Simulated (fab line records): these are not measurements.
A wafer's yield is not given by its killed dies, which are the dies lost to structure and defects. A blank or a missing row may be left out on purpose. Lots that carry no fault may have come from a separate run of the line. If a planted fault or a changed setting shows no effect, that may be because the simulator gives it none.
Matching of chambers || flow nand-harc || NHARC_A_CONTACT_DESCUM_47 on rie-diel-01: 4 sister chambers
The step chemistry O2, time 3 s. 14 wafers are shown with their chamber, then 7 later ones without.

EACH WAFER AND ITS CHAMBER
{"wafer": "L275.1", "chamber": 2, "showerhead-plenum-p-Torr (Torr)": 1.89, "drypump-motor-current-A (A)": 5.9, "throttle-valve-pct (%)": 11.302}
{"wafer": "L275.2", "chamber": 3, "showerhead-plenum-p-Torr (Torr)": 1.84, "drypump-motor-current-A (A)": 5.7, "throttle-valve-pct (%)": 11.312}
{"wafer": "L275.5", "chamber": 0, "showerhead-plenum-p-Torr (Torr)": 2.04, "drypump-motor-current-A (A)": 6.0, "throttle-valve-pct (%)": 11.322}
{"wafer": "L277.1", "chamber": 3, "showerhead-plenum-p-Torr (Torr)": 1.84, "drypump-motor-current-A (A)": 5.7, "throttle-valve-pct (%)": 11.317}
{"wafer": "L277.4", "chamber": 1, "showerhead-plenum-p-Torr (Torr)": 2.00, "drypump-motor-current-A (A)": 5.9, "throttle-valve-pct (%)": 11.295}
{"wafer": "L277.5", "chamber": 2, "showerhead-plenum-p-Torr (Torr)": 1.89, "drypump-motor-current-A (A)": 5.8, "throttle-valve-pct (%)": 11.308}
{"wafer": "L281.2", "chamber": 0, "showerhead-plenum-p-Torr (Torr)": 2.03, "drypump-motor-current-A (A)": 6.0, "throttle-valve-pct (%)": 11.301}
{"wafer": "L281.4", "chamber": 2, "showerhead-plenum-p-Torr (Torr)": 1.89, "drypump-motor-current-A (A)": 5.9, "throttle-valve-pct (%)": 11.300}
{"wafer": "L281.5", "chamber": 3, "showerhead-plenum-p-Torr (Torr)": 1.83, "drypump-motor-current-A (A)": 5.6, "throttle-valve-pct (%)": 11.308}
{"wafer": "L284.2", "chamber": 0, "showerhead-plenum-p-Torr (Torr)": 2.03, "drypump-motor-current-A (A)": 6.1, "throttle-valve-pct (%)": 11.296}
{"wafer": "L284.4", "chamber": 0, "showerhead-plenum-p-Torr (Torr)": 2.03, "drypump-motor-current-A (A)": 6.0, "throttle-valve-pct (%)": 11.321}
{"wafer": "L284.6", "chamber": 3, "showerhead-plenum-p-Torr (Torr)": 1.83, "drypump-motor-current-A (A)": 5.6, "throttle-valve-pct (%)": 11.327}
{"wafer": "L283.2", "chamber": 3, "showerhead-plenum-p-Torr (Torr)": 1.83, "drypump-motor-current-A (A)": 5.7, "throttle-valve-pct (%)": 11.320}
{"wafer": "L283.3", "chamber": 1, "showerhead-plenum-p-Torr (Torr)": 2.00, "drypump-motor-current-A (A)": 5.9, "throttle-valve-pct (%)": 11.299}

SIGNATURES (means of the wafers above)
{"reading": "showerhead-plenum-p-Torr", "chamber 0": 2.0325, "chamber 1": 2.0000, "chamber 2": 1.8900, "chamber 3": 1.8340, "scatter within a chamber": 0.00442}
{"reading": "drypump-motor-current-A", "chamber 0": 6.025, "chamber 1": 5.900, "chamber 2": 5.867, "chamber 3": 5.660, "scatter within a chamber": 0.0512}
{"reading": "throttle-valve-pct", "chamber 0": 11.31000, "chamber 1": 11.29700, "chamber 2": 11.30333, "chamber 3": 11.31680, "scatter within a chamber": 0.00894}
Rule: for each reading, subtract the chamber's mean from the wafer's reading, divide by that reading's scatter and square the result; add these up over the readings and take the root, which gives the wafer's distance from the chamber. The wafer belongs to the nearest chamber; if the next one is less than 2 further off, it can't be placed. The scatter: the root of (the sum of the squares of (reading less its chamber's mean) over the shown wafers, divided by (wafers less chambers)).

WAFERS WITH NO CHAMBER GIVEN
{"wafer": "L283.4", "showerhead-plenum-p-Torr (Torr)": 2.00, "drypump-motor-current-A (A)": 5.9, "throttle-valve-pct (%)": 11.307}
{"wafer": "L298.2", "showerhead-plenum-p-Torr (Torr)": 1.83, "drypump-motor-current-A (A)": 5.6, "throttle-valve-pct (%)": 11.310}
{"wafer": "L298.5", "showerhead-plenum-p-Torr (Torr)": 1.83, "drypump-motor-current-A (A)": 5.7, "throttle-valve-pct (%)": 11.313}
{"wafer": "L298.6", "showerhead-plenum-p-Torr (Torr)": 1.88, "drypump-motor-current-A (A)": 5.9, "throttle-valve-pct (%)": 11.323}
{"wafer": "L297.2", "showerhead-plenum-p-Torr (Torr)": 1.99, "drypump-motor-current-A (A)": 5.9, "throttle-valve-pct (%)": 11.313}
{"wafer": "L297.4", "showerhead-plenum-p-Torr (Torr)": 2.02, "drypump-motor-current-A (A)": 6.0, "throttle-valve-pct (%)": 11.307}
{"wafer": "L297.6", "showerhead-plenum-p-Torr (Torr)": 1.99, "drypump-motor-current-A (A)": 5.9, "throttle-valve-pct (%)": 11.311}

WHICH CHAMBER EACH WENT THROUGH
{"wafer": "L283.4", "from the rows above": 1, "in truth": 1}
{"wafer": "L298.2", "from the rows above": 3, "in truth": 3}
{"wafer": "L298.5", "from the rows above": 3, "in truth": 3}
{"wafer": "L298.6", "from the rows above": 2, "in truth": 2}
{"wafer": "L297.2", "from the rows above": 1, "in truth": 1}
{"wafer": "L297.4", "from the rows above": 0, "in truth": 0}
{"wafer": "L297.6", "from the rows above": 1, "in truth": 1}
Correctly placed: 7 of 7. Left unplaced by these rows: 0. Number placed wrongly: 0.
